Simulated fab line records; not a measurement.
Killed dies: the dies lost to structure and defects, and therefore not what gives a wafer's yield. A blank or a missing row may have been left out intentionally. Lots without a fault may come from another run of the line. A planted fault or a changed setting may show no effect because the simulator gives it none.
Which of the tools did it?	flow n5_finfet	45 wafers from 15 lots sampled at 6 of the route's 1938 steps

WHAT THE GAUGES SHOWED, per wafer
N5_GATE_CUT_CD_MEAS_13: target cd 20 nm.
lot	measured	on	cd_nm (nm)
L342	day 4 08:59	cd_sem-02	19.52 19.82 19.73
L343	day 4 21:18	cd_sem-02	19.88 19.60 19.35
L344	day 4 23:50	cd_sem-02	20.30 20.46 20.20
L345	day 5 06:39	cd_sem-01	19.92 20.13 19.79
L346	day 5 13:30	cd_sem-02	19.83 20.07 19.96
L347	day 5 21:25	cd_sem-03	20.05 20.01 19.92
L348	day 6 06:38	cd_sem-02	20.16 19.94 19.84
L349	day 6 12:58	cd_sem-02	19.47 19.71 20.22
L350	day 6 15:45	cd_sem-03	19.93 20.33 20.10
L357	day 8 09:55	cd_sem-01	9.05 20.48 20.28
L358	day 8 13:03	cd_sem-03	20.31 10.09 9.53
L359	day 8 22:01	cd_sem-02	11.27 11.93 20.14
L362	day 9 12:50	cd_sem-03	20.32 20.18 19.94
L363	day 9 18:52	cd_sem-02	20.15 19.84 20.39
L364	day 10 03:36	cd_sem-02	20.21 19.68 20.13

N5_BEOL_M4_RC_MEAS_101.
lot	measured	on	DIBL_N (mV/V)	DIBL_P (mV/V)	IOFF_N (nA/um)	IOFF_P (nA/um)	ION_N (uA/um)	ION_P (uA/um)	SS_N (mV/dec)	SS_P (mV/dec)	VT_N (mV)	VT_P (mV)
L342	day 7 12:20	prober-02	36.5 35.7 34.8	36.8 35.0 33.1	0.164 0.142 0.129	0.203 0.183 0.157	671 672 667	460 457 451	71.8 70.8 71.7	72.7 73.3 73.5	246.1 247.2 250.9	-251.8 -253.2 -255.5
L343	day 8 08:17	prober-01	36.1 35.8 37.7	35.6 36.2 38.1	0.155 0.145 0.185	0.203 0.211 0.249	683 671 689	462 461 471	71.5 70.9 71.6	72.9 72.7 73.9	248.2 248.5 246.0	-249.9 -250.4 -247.5
L344	day 8 12:03	prober-01	36.8 37.7 36.8	35.5 35.8 34.7	0.161 0.174 0.162	0.221 0.220 0.213	675 674 664	463 466 460	71.3 71.2 71.5	73.0 73.1 73.5	250.1 250.3 248.5	-248.8 -249.0 -247.3
L345	day 8 14:11	prober-02	35.7 34.9 34.4	34.7 33.4 33.8	0.146 0.125 0.125	0.190 0.172 0.180	672 666 667	463 457 464	71.5 70.9 71.1	72.8 72.9 72.9	252.3 252.6 252.0	-249.1 -253.1 -251.7
L346	day 8 17:25	prober-02	35.5 34.8 36.0	34.7 33.8 35.1	0.126 0.121 0.137	0.169 0.164 0.182	658 664 672	450 457 459	70.6 69.9 70.4	72.4 72.7 72.3	250.9 252.8 252.8	-255.3 -255.6 -254.5
L347	day 9 04:35	prober-02	37.6 36.4 37.9	36.7 36.1 37.3	0.184 0.168 0.192	0.262 0.241 0.272	682 686 678	471 468 465	71.5 71.5 71.8	73.2 73.4 73.4	245.7 247.2 248.0	-246.9 -244.0 -243.8
L348	day 9 12:39	prober-02	36.5 37.4 37.1	35.8 37.8 37.4	0.158 0.188 0.198	0.203 0.239 0.240	669 675 683	459 459 466	71.6 71.5 71.6	73.5 73.4 74.4	249.0 248.5 248.4	-249.5 -247.8 -247.9
L349	day 9 19:53	prober-01	34.3 35.1 35.0	34.7 35.5 35.4	0.129 0.140 0.140	0.158 0.175 0.171	664 679 663	450 461 454	71.2 71.3 71.4	73.6 73.3 73.3	252.9 248.6 249.8	-256.2 -252.5 -253.8
L350	day 9 14:19	prober-02	36.9 37.7 36.9	34.3 35.4 34.6	0.153 0.170 0.166	0.203 0.221 0.202	670 667 674	467 462 459	71.5 71.7 71.5	73.2 72.8 72.8	249.4 247.7 250.3	-248.5 -248.0 -252.3
L357	day 11 09:11	prober-02	35.7 34.0	35.9 33.4	0.160 0.135	0.204 0.174	672 665	462 457	71.9 71.0	73.4 72.6	250.1 251.5	-250.7 -253.3
L358	day 11 16:43	prober-01	36.9	35.3	0.150	0.187	673	460	70.5	72.4	250.0	-250.0
L359	day 12 05:28	prober-02	35.5	36.3	0.151	0.188	678	464	71.4	73.0	249.1	-253.0
L362	day 12 14:43	prober-02	36.8 38.2 37.9	37.2 37.8 37.5	0.177 0.200 0.186	0.220 0.232 0.225	679 688 680	460 462 467	72.2 71.8 72.0	73.3 73.2 72.1	249.4 247.3 247.4	-250.5 -247.2 -249.5
L363	day 12 20:45	prober-02	34.3 35.8 36.0	35.7 36.9 37.6	0.117 0.135 0.138	0.192 0.214 0.222	663 666 673	461 463 467	71.9 71.0 71.6	72.9 73.7 73.1	254.1 254.6 254.9	-252.3 -249.9 -250.0
L364	day 13 06:17	prober-01	35.6 36.1 36.0	36.5 37.8 37.2	0.161 0.182 0.166	0.215 0.238 0.222	666 681 677	461 461 462	71.9 71.8 72.7	73.0 73.9 73.7	249.0 246.7 248.1	-250.2 -247.1 -251.9

TOOL THAT RAN EACH LOT (tool first, then ch and the chambers of the sampled wafers, then the start)
lot	N5_GATE_CUT_ETCHBACK_00	N5_GATE_CUT_VAPOR_ETCH_60	N5_GATE_CUT_EXPOSE_10	N5_GATE_CUT_ETCH_36
L342	rie_metal-03 ch 0,1, day 4 05:16	rie_metal-03 ch 0,1, day 4 05:28	euv_scanner-01 ch 0, day 4 08:52	rie_diel-06 ch 1,3, day 4 09:10
L343	rie_metal-02 ch 0,1, day 4 17:31	rie_metal-02 ch 0,1, day 4 17:45	euv_scanner-02 ch 0, day 4 21:11	rie_diel-06 ch 2,3, day 4 22:23
L344	rie_metal-01 ch 0,1, day 4 19:01	rie_metal-01 ch 0,1, day 4 19:15	euv_scanner-02 ch 0, day 4 23:43	rie_diel-06 ch 0,2,3, day 5 01:04
L345	rie_metal-03 ch 0,1, day 5 03:05	rie_metal-03 ch 0,1, day 5 03:19	euv_scanner-02 ch 0, day 5 06:31	rie_diel-03 ch 2,3, day 5 07:13
L346	rie_metal-03 ch 0,1, day 5 09:52	rie_metal-03 ch 0,1, day 5 10:04	euv_scanner-01 ch 0, day 5 13:22	rie_diel-06 ch 2,3, day 5 13:43
L347	rie_metal-02 ch 0,1, day 5 17:32	rie_metal-02 ch 0,1, day 5 17:47	euv_scanner-01 ch 0, day 5 21:17	rie_diel-06 ch 0,1,3, day 5 21:45
L348	rie_metal-02 ch 0,1, day 6 03:05	rie_metal-02 ch 0,1, day 6 03:20	euv_scanner-01 ch 0, day 6 06:31	rie_diel-03 ch 0,2, day 6 07:20
L349	rie_metal-01 ch 0,1, day 6 09:19	rie_metal-01 ch 0,1, day 6 09:33	euv_scanner-01 ch 0, day 6 12:50	rie_diel-03 ch 1,2,3, day 6 13:08
L350	rie_metal-02 ch 0,1, day 6 11:53	rie_metal-02 ch 0,1, day 6 12:07	euv_scanner-01 ch 0, day 6 15:37	rie_diel-06 ch 1,2, day 6 15:56
L357	rie_metal-02 ch 0,1, day 8 06:17	rie_metal-02 ch 0,1, day 8 06:31	euv_scanner-02 ch 0, day 8 09:47	rie_diel-03 ch 1,2,3, day 8 10:06
L358	rie_metal-02 ch 0,1, day 8 09:29	rie_metal-02 ch 0,1, day 8 09:43	euv_scanner-02 ch 0, day 8 12:55	rie_diel-03 ch 0,1, day 8 13:57
L359	rie_metal-03 ch 0,1, day 8 15:19	rie_metal-03 ch 0,1, day 8 15:33	euv_scanner-02 ch 0, day 8 21:53	rie_diel-02 ch 1,2,3, day 8 22:11
L362	rie_metal-02 ch 0,1, day 9 09:05	rie_metal-02 ch 0,1, day 9 09:20	euv_scanner-01 ch 0, day 9 12:42	rie_diel-03 ch 1,2, day 9 13:05
L363	rie_metal-01 ch 0,1, day 9 15:19	rie_metal-01 ch 0,1, day 9 15:33	euv_scanner-01 ch 0, day 9 18:44	rie_diel-02 ch 1,2,3, day 9 19:05
L364	rie_metal-03 ch 0,1, day 10 00:04	rie_metal-03 ch 0,1, day 10 00:18	euv_scanner-01 ch 0, day 10 03:28	rie_diel-06 ch 1,2, day 10 03:47
- N5_GATE_CUT_ETCHBACK_00: etches W in SF6/Cl2.
- N5_GATE_CUT_VAPOR_ETCH_60: etches HfO2 in BCl3/Cl2.
- N5_GATE_CUT_EXPOSE_10: exposes mask GATE CUT, target cd 20 nm.
- N5_GATE_CUT_ETCH_36: etches SiARC in CF4, target depth 13 nm, time 21.7 s.

WHAT THE TOOLS THEMSELVES READ (means of the sampled wafers that have a number; where no wafer has one, the mark that the record gives instead)
N5_GATE_CUT_ETCHBACK_00.
lot	tool	drypump_motor_current_A (A)	oes_product_au (a.u.)	throttle_valve_pct (%)
L342	rie_metal-03	5.4	0.88	27.9
L343	rie_metal-02	5.4	0.85	27.2
L344	rie_metal-01	5.6	0.79	27.5
L345	rie_metal-03	5.4	0.86	27.8
L346	rie_metal-03	5.1	0.76	28.0
L347	rie_metal-02	5.4	0.81	27.1
L348	rie_metal-02	5.4	0.80	27.1
L349	rie_metal-01	5.8	0.80	27.7
L350	rie_metal-02	5.3	0.84	27.2
L357	rie_metal-02	5.4	0.79	27.1
L358	rie_metal-02	5.4	0.79	27.1
L359	rie_metal-03	5.1	0.74	28.0
L362	rie_metal-02	5.4	0.78	27.1
L363	rie_metal-01	5.8	0.78	27.8
L364	rie_metal-03	5.4	0.81	27.9

N5_GATE_CUT_VAPOR_ETCH_60.
lot	tool	drypump_motor_current_A (A)	oes_product_au (a.u.)
L342	rie_metal-03	5.4	0.88
L343	rie_metal-02	5.3	0.85
L344	rie_metal-01	5.5	0.78
L345	rie_metal-03	5.4	0.87
L346	rie_metal-03	5.1	0.77
L347	rie_metal-02	5.4	0.82
L348	rie_metal-02	5.4	0.80
L349	rie_metal-01	5.8	0.80
L350	rie_metal-02	5.4	0.84
L357	rie_metal-02	5.4	0.79
L358	rie_metal-02	5.4	0.79
L359	rie_metal-03	5.1	0.74
L362	rie_metal-02	5.4	0.78
L363	rie_metal-01	5.8	0.78
L364	rie_metal-03	5.4	0.81

N5_GATE_CUT_ETCH_36.
lot	tool	cf4_flow_sccm (sccm)	drypump_motor_current_A (A)	etch_rf_on_time_s (s)	oes_product_au (a.u.)	rf_vpp_V (V)	showerhead_plenum_p_Torr (Torr)	throttle_valve_pct (%)
L342	rie_diel-06	100.2	6.0	21.8	0.63	185.4	2.22	15.56
L343	rie_diel-06	99.8	5.4	21.8	0.78	185.0	2.21	15.36
L344	rie_diel-06	99.9	5.6	21.7	0.72	184.6	2.19	15.49
L345	rie_diel-03	99.7	5.4	21.9	0.61	182.8	2.10	15.87
L346	rie_diel-06	99.6	5.4	21.8	0.76	184.6	2.21	15.38
L347	rie_diel-06	100.0	6.0	21.6	0.72	184.7	2.19	15.43
L348	rie_diel-03	100.1	5.7	21.8	0.71	183.0	2.08	15.58
L349	rie_diel-03	99.9	5.5	22.0	0.63	184.4	2.14	15.82
L350	rie_diel-06	99.6	5.8	21.6	0.80	185.3	2.19	15.31
L357	rie_diel-03	100.1	5.5	22.3	0.61	185.1	2.13	15.84
L358	rie_diel-03	100.2	6.2	21.9	0.67	184.7	2.18	15.70
L359	rie_diel-02	100.1	6.0	21.4	0.69	184.8	2.19	15.59
L362	rie_diel-03	100.0	5.5	22.1	0.63	184.1	2.11	15.76
L363	rie_diel-02	100.1	6.0	21.5	0.69	184.8	2.18	15.60
L364	rie_diel-06	100.4	5.5	21.9	0.75	183.5	2.18	15.42

THE ANSWER, worked out from the rows above alone
Rule: usual is defined by the lots themselves. The widest of any qualifying gaps counts: lots, ordered by their means at a reading, are off when they make up no more than a third of the lots, leave a main group of 4 or more, and stand apart from it by 3 or more times the standard deviation of that group's means. A main group whose means are all the same, to the digits that the tables above print for the reading, isn't used. Also off: a lot with no number at a reading for which 4 or more lots have one. Any other lot the step has rows for is counted as sound. Order of review: gauges by route order, followed by the tools' own readings, for which a lot's mean as printed above is used. The first step at which some lot is off is used, and at that step the reading that is off furthest; a lot without a number counts as furthest.
Off at N5_GATE_CUT_CD_MEAS_13 (cd_nm): L357, L358, L359. For the main group the mean is 19.97 nm and the standard deviation 0.19.
If a tool, at a process step before that reading, ran all the lots that are off and no sound lot after the first of them, it fits. The gauges at N5_GATE_CUT_CD_MEAS_13 are tried like those tools. One fits: N5_GATE_CUT_EXPOSE_10 on euv_scanner-02. A fault onset in the window from L345 (day 5 06:31, its last sound lot) to L357 (day 8 09:47, its first lot off) fits.

WHAT THE SIMULATOR HAD INSERTED
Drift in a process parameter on euv_scanner-02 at N5_GATE_CUT_EXPOSE_10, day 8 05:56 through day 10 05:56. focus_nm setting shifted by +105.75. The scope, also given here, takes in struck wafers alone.
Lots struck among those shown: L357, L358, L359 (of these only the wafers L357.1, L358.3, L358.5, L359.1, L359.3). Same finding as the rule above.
